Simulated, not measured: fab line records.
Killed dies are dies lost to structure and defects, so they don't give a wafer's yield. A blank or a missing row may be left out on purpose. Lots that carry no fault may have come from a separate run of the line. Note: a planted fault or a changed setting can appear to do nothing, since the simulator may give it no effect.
A struck lot beside a sound one / flow nandHarc / 40 steps out of a route of 1302
Sound: wafers L213.3, L213.5, L213.6. The struck wafers were L232.1, L232.5, L232.6. At the end, the cause is stated.
Each step with rows lists, per side, the tool, then ch with its chambers, then its first start. Under that, the readings that differ: sound wafers / struck wafers / difference of the means / sigmas: that difference in standard deviations of wafers without a fault.
alike: readings with means less than 2 such deviations apart, plus words and numbers identical on both sides. not compared: withheld readings, readings lacking a value on some wafer, bounds such as >300 that could conceal the same value, and numbers that have no deviation in the record and whose values overlap.
A row with sigmas, a row that says differs or no value, or rows on one side alone: a step with any of these is where the two part. Non-overlapping numbers with no deviation appear without sigmas and do not part them. Lack of a reading on every wafer of one side parts them only where that side has two or more wafers.

first, 8 steps without rows for these wafers: NHARC_A_STAIRCASE_HMDS_243 (time 30 s); NHARC_A_STAIRCASE_COAT_244; NHARC_A_STAIRCASE_SOFTBAKE_245 (time 170 s); NHARC_A_STAIRCASE_EBR_246; NHARC_A_STAIRCASE_EXPOSE_247 (exposes mask SDS 1); NHARC_A_STAIRCASE_PEB_248 (peb time 130 s); NHARC_A_STAIRCASE_DEVELOP_249 (time 140 s); NHARC_A_STAIRCASE_HARDBAKE_251 (time 140 s).
NHARC_A_STAIRCASE_DESCUM_252: chemistry O2, time 3 s.
  sound on rieDiel-05 ch 0,3, day 17 05:42; struck on rieDiel-05 ch 0,2,3, day 24 18:33
  alike: chamberPressureMTorr, drypumpMotorCurrentA, oesProductAu, rfVppV, showerheadPlenumPTorr, throttleValvePct
  not compared: rfHoursCounterH
then, 2 steps without rows for these wafers: NHARC_A_STAIRCASE_ETCH_253 (etches the open film in C4F8/O2, target depth 50 nm, time 20.2 s); NHARC_A_STAIRCASE_STRIP_254 (strips in O2).
NHARC_A_STAIRCASE_STRIP_255: strips in SPM, time 900 s.
  sound on wetBench-09 ch 2,3,7, day 17 06:14; struck on wetBench-04 ch 0,3,5, day 24 19:04
then, 3 steps without rows for these wafers: NHARC_A_STAIRCASE_PRECLEAN_256 (cleans in SC1); NHARC_A_STAIRCASE_SRD_257; NHARC_A_STAIRCASE_HM_DEP_456 (deposits aC, target thk 3100 nm).
NHARC_A_STAIRCASE_DEP_259: deposits SiON, target thk 30 nm.
  sound on pecvd-01 ch 0,2, day 17 09:48; struck on pecvd-03 ch 1,2, day 24 22:31
  alike: heaterPowerW
then, 11 steps without rows for these wafers: NHARC_A_STAIRCASE_DEHYDRATE_260 (time 120 s); NHARC_A_STAIRCASE_HMDS_261 (time 30 s); NHARC_A_STAIRCASE_COAT_262; NHARC_A_STAIRCASE_SOFTBAKE_263 (time 170 s); NHARC_A_STAIRCASE_EBR_264; NHARC_A_STAIRCASE_EXPOSE_265 (exposes mask CHOP 200); NHARC_A_STAIRCASE_PEB_266 (peb time 130 s); NHARC_A_STAIRCASE_DEVELOP_267 (time 140 s); NHARC_A_STAIRCASE_HARDBAKE_269 (time 140 s); NHARC_A_STAIRCASE_DESCUM_270 (chemistry O2, time 3 s); NHARC_A_STAIRCASE_ETCH_271 (etches the open film in CF4/CHF3).
NHARC_A_STAIRCASE_HM_OPEN_457: chemistry O2/COS.
  sound on rieDiel-04 ch 2,3, day 17 11:02; struck on rieDiel-04 ch 0,1,2
  alike: chamberPressureMTorr, drypumpMotorCurrentA, oesProductAu, rfVppV, showerheadPlenumPTorr, throttleValvePct
  not compared: rfHoursCounterH
then, 2 steps without rows for these wafers: NHARC_A_STAIRCASE_STRIP_458 (strips in O2/COS); NHARC_A_STAIRCASE_ETCH_451 (etches the open film in CF4/O2, target depth 30 nm, overetch 3 nm, time 16.5 s).
NHARC_A_STAIRCASE_ETCH_273: etches the open film in C4F8/O2/Ar, target depth 10200 nm, time 2468.6 s.
  sound on rieDiel-05 ch 0,1; struck on rieDiel-04 ch 0,1,3
reading=oesProductAu (a.u.); sound=1.001 1.002 1.004; struck=0.945 0.951 0.930; difference=-0.060; sigmas=-4
  alike: chamberPressureMTorr, rfVppV
  not compared: rfHoursCounterH
then, 5 steps without rows for these wafers: NHARC_A_STAIRCASE_STRIP_274 (strips in O2); NHARC_A_STAIRCASE_STRIP_275 (strips in SPM, time 900 s); NHARC_A_STAIRCASE_PRECLEAN_276 (cleans in SC1); NHARC_A_STAIRCASE_SRD_277; NHARC_A_STAIRCASE_HM_DEP_459 (deposits aC, target thk 1500 nm).
NHARC_A_STAIRCASE_DEP_280: deposits SiON, target thk 30 nm.
  sound on pecvd-03 ch 0,1, day 17 18:39; struck on pecvd-01 ch 0,1,2, day 25 05:40
  alike: heaterPowerW
then, 2 steps without rows for these wafers: NHARC_A_STAIRCASE_DEHYDRATE_281 (time 120 s); NHARC_A_STAIRCASE_HMDS_282 (time 30 s).
-- the record jumps here: 8 days lie between the struck wafers' starts before and after (it left off in module A_STAIRCASE and takes up again in module END, whose first step shown is number 1302 of the route) --
NHARC_END_SORT_01:
  the record has rows for the struck wafers here (prober-02 ch 0, day 33 03:29) and none for the sound ones

## WHERE THEY PART
First at NHARC_A_STAIRCASE_ETCH_273; last, within this record, at NHARC_END_SORT_01.

WHY: what had been put in by the simulator
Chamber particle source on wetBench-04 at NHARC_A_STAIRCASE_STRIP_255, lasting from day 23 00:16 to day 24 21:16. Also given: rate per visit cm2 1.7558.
